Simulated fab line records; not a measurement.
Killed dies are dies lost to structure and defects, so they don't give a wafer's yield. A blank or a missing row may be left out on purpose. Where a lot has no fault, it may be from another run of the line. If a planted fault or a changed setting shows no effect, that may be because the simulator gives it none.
Chamber matching + flow n5Finfet + N5_BEOL_M4_ALD_98 on aldSin-01 has 4 sister chambers
The step deposits SiO2, target thk 2.5 nm, pulse time 1 s, co reactant pulse time 1 s. 4 wafers are shown with their chamber, then 8 later ones without.

== EACH WAFER AND ITS CHAMBER ==
| wafer  | chamber | heaterPowerW (W) |
|--------|---------|------------------|
| L085.6 | 0       | 74               |
| L087.4 | 1       | 72               |
| L087.6 | 3       | 81               |
| L088.2 | 2       | 77               |

== WAFERS WHOSE CHAMBER IS MISSING ==
| wafer  | heaterPowerW (W) |
|--------|------------------|
| L088.3 | 74               |
| L088.5 | 76               |
| L091.2 | 72               |
| L091.4 | 74               |
| L091.6 | 71               |
| L095.1 | 76               |
| L095.5 | 80               |
| L095.6 | 75               |

== EACH ONE'S CHAMBER ==
| wafer  | from the rows above     | in truth |
|--------|-------------------------|----------|
| L088.3 | 0                       | 0        |
| L088.5 | can't be placed: 2 or 0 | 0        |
| L091.2 | 1                       | 1        |
| L091.4 | 0                       | 0        |
| L091.6 | 1                       | 1        |
| L095.1 | can't be placed: 2 or 0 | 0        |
| L095.5 | 3                       | 3        |
| L095.6 | can't be placed: 0 or 2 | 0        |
Correctly placed: 5 of 8. Can't be placed from these rows: 3 (the true chamber is among the candidates in 3). Wrongly placed: 0.
How it was worked out, from the rows above alone: a wafer's distance from a chamber is the root of the sum, over the readings, of the square of ((its reading less the chamber's mean) divided by the reading's scatter). If the next closest chamber is less than 2 further off than the closest, the wafer can't be placed; otherwise it belongs to the closest. Each chamber's mean is taken over the wafers shown for it. The scatter: with one shown wafer a chamber, the root of the mean of the squares of how far each hidden wafer lies from its nearest shown one.
